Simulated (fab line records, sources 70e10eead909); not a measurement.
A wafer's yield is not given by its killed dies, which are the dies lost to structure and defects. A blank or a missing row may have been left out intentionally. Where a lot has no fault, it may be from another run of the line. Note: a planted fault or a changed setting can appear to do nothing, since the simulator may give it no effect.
Code-filled problem report in 8D (eight disciplines) form | flow nand harc | the parts of the form that need people (team, actions taken, sign-off) are left out

1. THE ISSUE
cd nm at NHARC_P_ZERO_WELL_CD_MEAS_24 reads a mean of 712.5 nm on 6 wafers of 2 lots; wafers without a fault read 720.0 nm with a standard deviation of 1.6. Measured from the usual mean, that is -4.7 standard deviations.
The step: target cd 720 nm.
Earliest sighting: wafer L931.1 on cd sem-01 at day 8 04:23. At this step, 33 wafers from 11 lots have a number in the record. Rule for "out", or "out of limits": more than 4 standard deviations from the usual mean. The other wafers with a number count as sound.

2. WHAT IT IS, AND WHAT IT ISN'T
question                    | is                     | is not
which readings at this step | cd nm                  | -
which lots                  | L931, L933             | L916, L917, L918, L919, L921, L922, L924, L925, L939
which wafers of those lots  | all that have a number | -
read on which gauges        | cd sem-01, cd sem-03   | cd sem-02
when                        | from day 8 04:23       | up to then (24 sound wafers); but 3 sound wafers of L939 came after

3. THE SUSPECTS, EACH WITH WHAT RULES IT OUT
Counting: a tool at any process step up to the reading remains a suspect when it ran all the lots that are out and ran no sound lot after the first of those.
- the gauge at NHARC_P_ZERO_WELL_CD_MEAS_24: ruled out. Those wafers that are out were read across 2 gauges (cd sem-01, cd sem-03).
- rie diel-04 at NHARC_P_ZERO_WELL_ETCH_65 (etches the open film in N2/H2, target depth 80 nm, overetch 24 nm, time 87.88 s): ruled out as a lasting fault. Following L931 (day 8 03:25), the first lot on it that is out, the sound lots L939 were run on it.
- rie diel-04 at NHARC_P_ZERO_WELL_ETCH_62 (etches the open film in CHF3/Ar, target depth 13 nm, time 6.5 s): ruled out as a lasting fault. Following L931 (day 8 04:17), the first lot on it that is out, the sound lots L939 were run on it. NHARC_P_ZERO_WELL_ETCH_62 gives no start for some lots, so the hours and the order of its lots are those of NHARC_P_ZERO_WELL_PEB_22.
- litho track-05 at NHARC_P_ZERO_WELL_PEB_22 (peb time 85 s): kept. All lots that are out passed through it, beginning with L931 at day 8 04:17, and no sound lot followed; its final sound lot before that point was L925 at day 5 16:34. Its own readings are out on those wafers: heater power total W, plate temp C.
Left after counting: litho track-05 at NHARC_P_ZERO_WELL_PEB_22.

4. THE CAUSE (what the simulator had put in)
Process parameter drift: litho track-05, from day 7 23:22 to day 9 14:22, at NHARC_P_ZERO_WELL_PEB_22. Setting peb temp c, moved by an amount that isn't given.
After counting, this tool was the only one left.

5. SEQUENCE OF EFFECTS, ordered by route
Each row: a reading where the mean over the struck wafers with a number is more than 3 standard deviations away from the usual. Scope: only readings with a usual standard deviation given in the record; hours: median across lots of the time from each lot's start at the first step in this table that gives one to its start at this step; sigmas: change in usual standard deviations.
hours | step                         | reading              | usual    | on struck wafers | change | sigmas
0     | NHARC_P_ZERO_WELL_PEB_22     | heater power total W | 164.00 W | 157.83           | -6.17  | -22
0     | NHARC_P_ZERO_WELL_PEB_22     | plate temp C         | 118.01 C | 114.63           | -3.38  | -24
0     | NHARC_P_ZERO_WELL_CD_MEAS_24 | cd nm                | 720.0 nm | 712.5            | -7.5   | -4.7
Here are the process steps it includes:
- NHARC_P_ZERO_WELL_PEB_22: peb time 85 s.
Later measuring or inspecting steps at which every struck wafer that the step has a row for has a number for every such reading, and none has moved that far: NHARC_P_STI_OCD_MEAS_43, NHARC_END_SORT_01.

6. WHAT WOULD HAVE CAUGHT IT SOONER
Counted from the fault's start at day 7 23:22, it took 5 hours until the first out-of-limits reading at a measuring or inspecting step in this record, taken at day 8 04:23.
Tool's own readings at NHARC_P_ZERO_WELL_PEB_22, heater power total W, plate temp C: out on all struck wafers the step has rows for; an alarm limit on them would have tripped on the first.
L933, from the lots that are out (2), started NHARC_P_ZERO_WELL_PEB_22 on litho track-05 later than day 8 04:23. A tool hold placed at that time would have kept it from harm.
